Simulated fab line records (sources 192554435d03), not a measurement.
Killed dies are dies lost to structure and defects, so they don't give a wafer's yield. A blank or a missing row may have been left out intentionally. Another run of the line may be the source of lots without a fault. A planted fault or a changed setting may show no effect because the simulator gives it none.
Which of the tools did it? / flow n5 finfet / 11 lots (33 wafers sampled), 1 step of a 1938-step route

== WHAT THE GAUGES SHOWED, per wafer ==
N5_BEOL_M8_CD_MEAS_35: target cd 40 nm.
lot=L889; measured=day 9 12:01; on=cd sem-03; cd nm (nm)=38.6 39.6 40.4
lot=L891; measured=day 9 19:31; on=cd sem-03; cd nm (nm)=39.6 38.7 40.4
lot=L892; measured=day 10 03:13; on=cd sem-02; cd nm (nm)=40.1 39.6 39.0
lot=L893; measured=day 10 06:48; on=cd sem-01; cd nm (nm)=39.8 40.4 40.9
lot=L894; measured=day 10 17:28; on=cd sem-02; cd nm (nm)=40.4 39.9 39.9
lot=L895; measured=day 11 03:28; on=cd sem-02; cd nm (nm)=40.5 40.6 40.2
lot=L899; measured=day 11 21:00; on=cd sem-02; cd nm (nm)=39.0 39.9 38.9
lot=L898; measured=day 11 21:31; on=cd sem-02; cd nm (nm)=39.7 39.5 39.0
lot=L902; measured=day 12 17:49; on=cd sem-01; cd nm (nm)=39.1 40.0 39.5
lot=L901; measured=day 13 09:00; on=cd sem-01; cd nm (nm)=40.0 40.3 39.7
lot=L905; measured=day 14 02:16; on=cd sem-02; cd nm (nm)=38.6 39.4 39.7

== TOOL THAT RAN EACH LOT (tool first, then ch and the chambers of the sampled wafers, then the start) ==
There is no process step in the record ahead of these readings.

== AS READ BY THE TOOLS THEMSELVES (means over the sampled wafers that have a number; for cases with no such wafer, the mark the record gives instead) ==
The record holds no such reading with a usual standard deviation.

== THE ANSWER, worked out from the rows above alone ==
Rule: what is usual is taken from the lots themselves. Put in order of their means at a reading, lots are off if they are a third of the lots or fewer, leave a main group of 4 or more, and stand apart from it by a gap of 3 or more times the standard deviation of the main group's means; of several such gaps the widest counts. The tables above print the reading to a certain number of digits; a main group whose means all agree to those digits is not used. Also off: a lot with no number at a reading for which 4 or more lots have one. The other lots that the step has rows for count as sound. After the gauges, taken in route order, come the tools' own readings; for these a lot's mean is taken, as printed above. At the first step where some lot is off, the reading lying furthest off is the one used; lots without a number count as furthest.
No lot is off on any of the readings shown, so nothing can be concluded from this.

== WHAT WAS PUT IN BY THE SIMULATOR ==
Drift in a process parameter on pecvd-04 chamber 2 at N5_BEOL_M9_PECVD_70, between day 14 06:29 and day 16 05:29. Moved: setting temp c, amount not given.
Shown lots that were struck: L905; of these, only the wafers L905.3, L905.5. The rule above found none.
